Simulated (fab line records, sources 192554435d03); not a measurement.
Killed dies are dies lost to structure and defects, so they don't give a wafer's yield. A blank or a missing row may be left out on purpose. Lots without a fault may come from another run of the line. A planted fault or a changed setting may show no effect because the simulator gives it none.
fab line records | flow n5_finfet | part 2 of 2: steps 21 to 30 of 30
record lots=5 wafers=15 last_day=17
route steps=1938 shown BEOL_M7@1267
lots that met no fault: from a run of the same line without faults
start_h: hours from the record's first day to the start of the lot's first wafer shown | wait_h: hours since the lot's step before | " the same as in the row above | L1.1+2: a row that stands for several wafers | - no value, or no start given | * or withheld: withheld | < > ~ a bound
route shown NAME@n: a module of which the file shows steps, and the number in the route of the first | usual: mean/standard deviation of fault-free wafers | same: alike in all rows | chamber/n: place in a boat | sites: the reading at each site | _std_site: their standard deviation | _edge_site: outer sites' mean less inner sites' | radius_mm: how far each site lies from the wafer's centre | mask NAME#n: copy n | behind: the tool/chamber that last shaped the wafer | hold: why the lot was held/for how many hours/how that ended | device: the transistor (n, p or np) that didn't switch | end of line: the same wafers' tests at the end of the route | a step without rows: its recipe alone | killed: dies lost to structure and defects at the first sort, not the wafer's yield | map: a wafer's dies, x killed, . not, _ none there
set.NAME: the setting as run; set.NAME@STEP: as run at that earlier step | model.NAME: the simulator's own value behind a step, which no gauge read
lots at some steps of the route; a table a step, a row a wafer
services: from which hour (start_h, from the record's first day; less than 0 if before it) a tool's chamber was out of use, for how many hours, and why
## steps
# step N5_BEOL_M7_COAT_63
# recipe resist=SOC temp_c=250 time_s=60 spin_rpm=1500 resist_thk_nm=60
# usual heater_power_total_W=500.4/1.7 plate_temp_C=250.00/0.2 spin_speed_rpm=1499.9/0.93
# columns lot.wafer tool chamber start_h wait_h heater_power_total_W plate_temp_C spin_speed_rpm
L079.2 litho_track-05 0 224.53 0.5 499.7 250.27 1499.0
L079.3 " 0 " " 497.4 250.00 1499.0
L079.6 " 0 " " 502.4 250.34 1499.1
L083.1 litho_track-05 0 252.05 0.1 499.3 249.52 1501.6
L083.3 " 0 " " 502.2 249.60 1501.4
L083.5 " 0 " " 497.8 249.82 1501.0
L089.2 litho_track-03 0 298.51 1.7 501.3 250.06 1499.6
L089.5 " 0 " " 501.0 250.18 1499.2
L089.6 " 0 " " 499.9 250.18 1499.1
L093.1 litho_track-05 0 323.88 0.6 499.2 249.88 1500.3
L093.5 " 0 " " 498.6 250.07 1499.2
L093.6 " 0 " " 502.7 250.19 1500.4
L096.1 litho_track-03 0 340.41 2.4 502.9 249.98 1498.7
L096.4 " 0 " " 500.3 249.86 1498.8
L096.6 " 0 " " 498.7 250.09 1498.2
# step N5_BEOL_M7_COAT_64
# recipe resist=SiARC temp_c=220 time_s=60 spin_rpm=1500 resist_thk_nm=12
# usual heater_power_total_W=427.8/2 plate_temp_C=220.02/0.14 spin_speed_rpm=1500.0/0.93
# columns lot.wafer tool chamber start_h wait_h heater_power_total_W plate_temp_C spin_speed_rpm
L079.2 litho_track-05 0 - - 427.7 219.82 1501.2
L079.3 " 0 " " 430.9 219.76 1498.3
L079.6 " 0 " " 431.0 220.01 1498.6
L083.1 litho_track-05 0 - - 429.9 219.99 1499.6
L083.3 " 0 " " 428.8 219.99 1499.9
L083.5 " 0 " " 428.0 219.98 1499.8
L089.2 litho_track-03 0 - - 429.3 220.32 1500.8
L089.5 " 0 " " 430.6 220.27 1500.2
L089.6 " 0 " " 429.0 220.18 1500.6
L093.1 litho_track-05 0 - - 425.2 219.90 1500.7
L093.5 " 0 " " 428.8 219.98 1500.0
L093.6 " 0 " " 429.8 220.02 1499.2
L096.1 litho_track-03 0 - - 430.0 220.03 1500.9
L096.4 " 0 " " 427.8 220.18 1502.3
L096.6 " 0 " " 429.8 219.96 1501.9
# step N5_BEOL_M7_COAT_71
# recipe resist=underlayer temp_c=205 time_s=60 spin_rpm=1500 resist_thk_nm=5
# usual heater_power_total_W=391.6/1.3 plate_temp_C=205.00/0.15 spin_speed_rpm=1499.9/0.97
# columns lot.wafer tool chamber start_h wait_h heater_power_total_W plate_temp_C spin_speed_rpm
L079.2 litho_track-05 0 - - 389.5 204.84 1500.4
L079.3 " 0 " " 393.3 204.94 1500.4
L079.6 " 0 " " 391.7 204.97 1498.9
L083.1 litho_track-05 0 - - 389.6 205.05 1501.1
L083.3 " 0 " " 389.4 205.14 1500.5
L083.5 " 0 " " 391.2 205.27 1501.4
L089.2 litho_track-03 0 - - 393.9 204.85 1499.7
L089.5 " 0 " " 392.4 204.93 1498.9
L089.6 " 0 " " 390.0 204.82 1501.5
L093.1 litho_track-05 0 - - 389.8 205.09 1501.1
L093.5 " 0 " " 390.3 205.10 1501.1
L093.6 " 0 " " 390.1 204.86 1500.5
L096.1 litho_track-03 0 - - 390.7 205.04 1499.9
L096.4 " 0 " " 390.4 205.12 1499.5
L096.6 " 0 " " 391.0 205.03 1500.8
# step N5_BEOL_M7_COAT_22
# recipe resist=CAR-EUV spin_rpm=1500 resist_thk_nm=30
# usual spin_speed_rpm=1499.9/1
# columns lot.wafer tool chamber start_h wait_h spin_speed_rpm
L079.2 litho_track-05 0 - - 1500.4
L079.3 " 0 " " 1499.1
L079.6 " 0 " " 1499.6
L083.1 litho_track-05 0 - - 1500.6
L083.3 " 0 " " 1502.8
L083.5 " 0 " " 1499.1
L089.2 litho_track-03 0 - - 1499.5
L089.5 " 0 " " 1501.7
L089.6 " 0 " " 1499.5
L093.1 litho_track-05 0 - - 1497.5
L093.5 " 0 " " 1502.2
L093.6 " 0 " " 1501.3
L096.1 litho_track-03 0 - - 1500.1
L096.4 " 0 " " 1501.0
L096.6 " 0 " " 1500.7
# step N5_BEOL_M7_EBR_24
# recipe solvent=PGMEA ebr_width_mm=1.5
# columns lot.wafer tool chamber start_h wait_h
L079.2+3+6 litho_track-05 0 - -
L083.1+3+5 litho_track-05 0 - -
L089.2+5+6 litho_track-03 0 - -
L093.1+5+6 litho_track-05 0 - -
L096.1+4+6 litho_track-03 0 - -
# step N5_BEOL_M7_SOFTBAKE_23
# recipe temp_c=110 time_s=60 resist=CAR-EUV
# usual heater_power_total_W=175.4/1.7 plate_temp_C=110.06/0.16
# columns lot.wafer tool chamber start_h wait_h heater_power_total_W plate_temp_C
L079.2 litho_track-05 0 - - 173.0 109.80
L079.3 " 0 " " 177.5 110.08
L079.6 " 0 " " 177.0 109.82
L083.1 litho_track-05 0 - - 176.5 110.18
L083.3 " 0 " " 174.6 110.19
L083.5 " 0 " " 177.4 110.21
L089.2 litho_track-03 0 - - 175.3 109.80
L089.5 " 0 " " 172.9 109.91
L089.6 " 0 " " 177.3 110.03
L093.1 litho_track-05 0 - - 177.2 109.93
L093.5 " 0 " " 177.6 109.84
L093.6 " 0 " " 177.4 110.02
L096.1 litho_track-03 0 - - 177.3 110.08
L096.4 " 0 " " 177.5 110.15
L096.6 " 0 " " 173.2 110.26
# step N5_BEOL_M7_EXPOSE_25
# recipe mask_id=V6 na=0.33 source_shape=annular sigma_inner=0.4 sigma_outer=0.8 polarization=unpolarized target_cd_nm=40 dose_mj=42.5
# columns lot.wafer tool chamber start_h wait_h mask
L079.2+3+6 euv_scanner-02 0 224.84 - V6#0
L083.1+3+5 euv_scanner-01 0 252.39 - V6#0
L089.2+5+6 euv_scanner-02 0 298.66 - V6#0
L093.1+5+6 euv_scanner-01 0 324.19 - V6#0
L096.1+4+6 euv_scanner-02 0 340.67 - V6#0
# step N5_BEOL_M7_PEB_26
# recipe peb_temp_c=100 peb_time_s=60 resist=CAR-EUV
# usual heater_power_total_W=154.0/1.1 plate_temp_C=100.01/0.13
# columns lot.wafer tool chamber start_h wait_h heater_power_total_W plate_temp_C
L079.2 litho_track-02 0 224.91 0.1 152.3 99.79
L079.3 " 0 " " 155.2 100.43
L079.6 " 0 " " 154.8 100.17
L083.1 litho_track-03 0 252.46 0.1 152.8 99.94
L083.3 " 0 " " 153.1 100.01
L083.5 " 0 " " 153.0 99.93
L089.2 litho_track-02 0 298.72 0.1 155.6 100.07
L089.5 " 0 " " 153.9 100.17
L089.6 " 0 " " 154.1 100.09
L093.1 litho_track-02 0 324.25 0.1 154.0 99.97
L093.5 " 0 " " 152.5 99.89
L093.6 " 0 " " 155.1 99.95
L096.1 litho_track-03 0 340.73 0.1 153.0 99.80
L096.4 " 0 " " 153.0 99.98
L096.6 " 0 " " 155.0 99.79
# step N5_BEOL_M7_DEVELOP_27
# recipe develop_time_s=30 developer=TMAH resist=CAR-EUV rinse_liquid=surfactant_rinse dry=air_spin dev_temp_c=23
# columns lot.wafer tool chamber start_h wait_h
L079.2+3+6 litho_track-02 0 - -
L083.1+3+5 litho_track-03 0 - -
L089.2+5+6 litho_track-02 0 - -
L093.1+5+6 litho_track-02 0 - -
L096.1+4+6 litho_track-03 0 - -
# step N5_BEOL_M7_CD_MEAS_28
# recipe target_cd_nm=40 landing_energy_ev=500 detector=se_inlens
# usual cd_nm=40.10/0.23
# columns lot.wafer tool chamber start_h wait_h cd_nm
L079.2 cd_sem-03 0 224.97 - 39.85
L079.3 " 0 " " 40.01
L079.6 " 0 " " 40.24
L083.1 cd_sem-01 0 252.52 - 40.06
L083.3 " 0 " " 40.10
L083.5 " 0 " " 40.34
L089.2 cd_sem-01 0 298.79 - 40.34
L089.5 " 0 " " 40.08
L089.6 " 0 " " 39.95
L093.1 cd_sem-01 0 324.32 - 39.67
L093.5 " 0 " " 39.94
L093.6 " 0 " " 40.05
L096.1 cd_sem-03 0 340.80 - 39.94
L096.4 " 0 " " 39.94
L096.6 " 0 " " 39.98
## services
# columns tool chamber start_h hours kind
euv_scanner-02 - 208.48 1.0 pm
rie_diel-04 1 209.51 16.5 repair
rie_metal-03 0 219.50 2.8 repair
arfi_scanner-03 - 220.95 1.3 pm
euv_scanner-01 - 227.72 1.2 repair
rie_diel-02 0 238.33 5.8 repair
euv_scanner-01 - 241.90 1.0 pm
euv_scanner-01 - 244.25 1.2 repair
arfi_scanner-03 - 250.08 3.9 pm
euv_scanner-02 - 264.63 1.0 pm
rie_diel-03 - 271.55 14.6 pm
arfi_scanner-01 - 273.27 1.0 pm
arfi_scanner-01 - 285.29 1.3 pm
euv_scanner-02 - 288.72 0.2 repair
euv_scanner-01 - 289.63 4.6 pm
euv_scanner-01 - 295.12 0.2 repair
euv_scanner-01 - 298.05 1.0 pm
euv_scanner-02 - 301.91 0.5 repair
arfi_scanner-03 - 302.16 0.8 pm
arfi_scanner-01 - 303.84 0.8 pm
euv_scanner-02 - 313.49 4.6 pm
rie_diel-03 0 318.78 21.1 repair
rie_diel-04 0 319.25 5.6 repair
euv_scanner-02 - 320.78 1.0 pm
